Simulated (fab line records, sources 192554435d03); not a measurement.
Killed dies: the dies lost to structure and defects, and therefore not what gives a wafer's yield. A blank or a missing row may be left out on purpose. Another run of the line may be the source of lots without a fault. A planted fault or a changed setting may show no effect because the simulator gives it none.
Matching of chambers ; flow n5_finfet ; N5_BEOL_M8_ETCH_72 on rie_diel-01 has 4 sister chambers
The step etches underlayer in N2/H2, target depth 6.5 nm, time 5.2 s. 14 wafers are shown with their chamber, then 7 later ones without.

EACH WAFER AND ITS CHAMBER
wafer;chamber;showerhead_plenum_p_Torr (Torr);throttle_valve_pct (%);oes_product_au (a.u.)
L079.2;1;2.67;18.17;0.60
L079.3;3;2.47;17.58;0.68
L079.4;2;2.70;17.24;0.77
L078.2;2;2.70;17.28;0.77
L078.4;3;2.47;17.58;0.67
L078.6;3;2.47;17.60;0.67
L085.1;2;2.70;17.25;0.75
L085.2;0;2.51;17.99;0.58
L085.3;1;2.67;18.18;0.61
L087.2;3;2.47;17.61;0.67
L087.3;2;2.69;17.29;0.75
L087.5;3;2.47;17.61;0.66
L093.1;1;2.66;18.23;0.59
L093.5;1;2.66;18.23;0.58

SIGNATURES (averages over the wafers above)
reading;chamber 0;chamber 1;chamber 2;chamber 3;scatter within a chamber
showerhead_plenum_p_Torr;2.5100;2.6650;2.6975;2.4700;0.00418
throttle_valve_pct;17.9900;18.2025;17.2650;17.5960;0.0239
oes_product_au;0.5800;0.5950;0.7600;0.6700;0.0105
Rule: a wafer's distance from a chamber is the root of the sum, over the readings, of the square of ((its reading less the chamber's mean) divided by the reading's scatter). The wafer belongs to the nearest chamber; if the next one is less than 2 further off, it can't be placed. The scatter: the root of (the sum of the squares of (reading less its chamber's mean) over the shown wafers, divided by (wafers less chambers)).

WAFERS WHOSE CHAMBER IS MISSING
wafer;showerhead_plenum_p_Torr (Torr);throttle_valve_pct (%);oes_product_au (a.u.)
L093.6;2.50;17.54;0.82
L097.1;2.46;17.63;0.66
L097.2;2.65;18.23;0.58
L097.4;2.50;17.52;0.80
L095.2;2.45;17.67;0.65
L095.3;2.68;17.35;0.71
L095.5;2.45;17.66;0.64

WHICH CHAMBER EACH WENT THROUGH
wafer;from the rows above;in truth
L093.6;3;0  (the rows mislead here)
L097.1;3;3
L097.2;1;1
L097.4;3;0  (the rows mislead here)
L095.2;3;3
L095.3;2;2
L095.5;3;3
Correct placement for 5 of the 7. Left unplaced by these rows: 0. Placed wrongly: 2.
